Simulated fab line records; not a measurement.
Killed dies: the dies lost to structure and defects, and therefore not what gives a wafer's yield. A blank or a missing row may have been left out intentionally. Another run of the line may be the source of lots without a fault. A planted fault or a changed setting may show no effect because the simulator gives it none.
What tool caused it?    flow nand-harc    18 wafers from 6 lots sampled at 4 of the route's 1159 steps

== WHAT THE GAUGES READ, wafer by wafer ==
NHARC_A_BONDPAD_THK_MEAS_20: measures by xrf.
lot   measured      on             thk-nm (nm)
L446  day 18 15:07  film-metro-02  169.4 171.1 171.0
L452  day 19 05:56  film-metro-01  168.0 171.4 171.3
L450  day 19 20:04  film-metro-01  169.0 170.3 170.8
L456  day 20 22:37  film-metro-01  170.6 167.9 169.3
L463  day 22 19:40  film-metro-01  166.4 169.7 168.3
L469  day 24 00:49  film-metro-01  168.8 169.0 167.7

== WHAT TOOL EACH LOT RAN ON (gives the tool, then ch and the chambers of the sampled wafers, and finally the start) ==
lot   NHARC_A_M0_PVD_20             NHARC_A_BONDPAD_ETCH_24                        NHARC_A_BONDPAD_PVD_27
L446  pvd-sputter-02, day 18 04:58  rie-diel-09 ch 0,1,3, day 18 15:07 or earlier  pvd-sputter-03, day 18 15:07 or earlier
L452  pvd-sputter-03, day 18 19:40  rie-diel-13 ch 0,2,3, day 19 05:56 or earlier  pvd-sputter-02, day 19 05:56 or earlier
L450  pvd-sputter-02, day 19 09:46  rie-diel-13 ch 0,1,2, day 19 20:04 or earlier  pvd-sputter-02, day 19 20:04 or earlier
L456  pvd-sputter-03, day 20 12:23  rie-diel-13 ch 1,2, day 20 22:37 or earlier    pvd-sputter-02, day 20 22:37 or earlier
L463  pvd-sputter-02, day 22 09:24  rie-diel-09 ch 1,2,3, day 22 19:40 or earlier  pvd-sputter-03, day 22 19:40 or earlier
L469  pvd-sputter-01, day 23 14:34  rie-diel-13 ch 1,2, day 23 22:58               pvd-sputter-03, day 24 00:49 or earlier
- NHARC_A_M0_PVD_20: deposits TaN, target thk 5 nm, time 8.06 s.
- NHARC_A_BONDPAD_ETCH_24: etches the open film in CF4/N2, target depth 30 nm, time 72.99 s.
- NHARC_A_BONDPAD_PVD_27: deposits Cu, target thk 30 nm, time 20.49 s.

== THE ANSWER, worked out from the rows above alone ==
Rule: usual is defined by the lots themselves. Put in order of their means at a reading, lots are off if they are a third of the lots or fewer, leave a main group of 4 or more, and stand apart from it by a gap of 3 or more times the standard deviation of the main group's means; of several such gaps the widest counts. The tables above print the reading to a certain number of digits; a main group whose means all agree to those digits is not used. Also off: a lot with no number at a reading for which 4 or more lots have one. Where the step has rows for the other lots, those lots are counted as sound.
None of the lots is off at any reading shown; this tells nothing.

== WHAT THE SIMULATOR PUT IN ==
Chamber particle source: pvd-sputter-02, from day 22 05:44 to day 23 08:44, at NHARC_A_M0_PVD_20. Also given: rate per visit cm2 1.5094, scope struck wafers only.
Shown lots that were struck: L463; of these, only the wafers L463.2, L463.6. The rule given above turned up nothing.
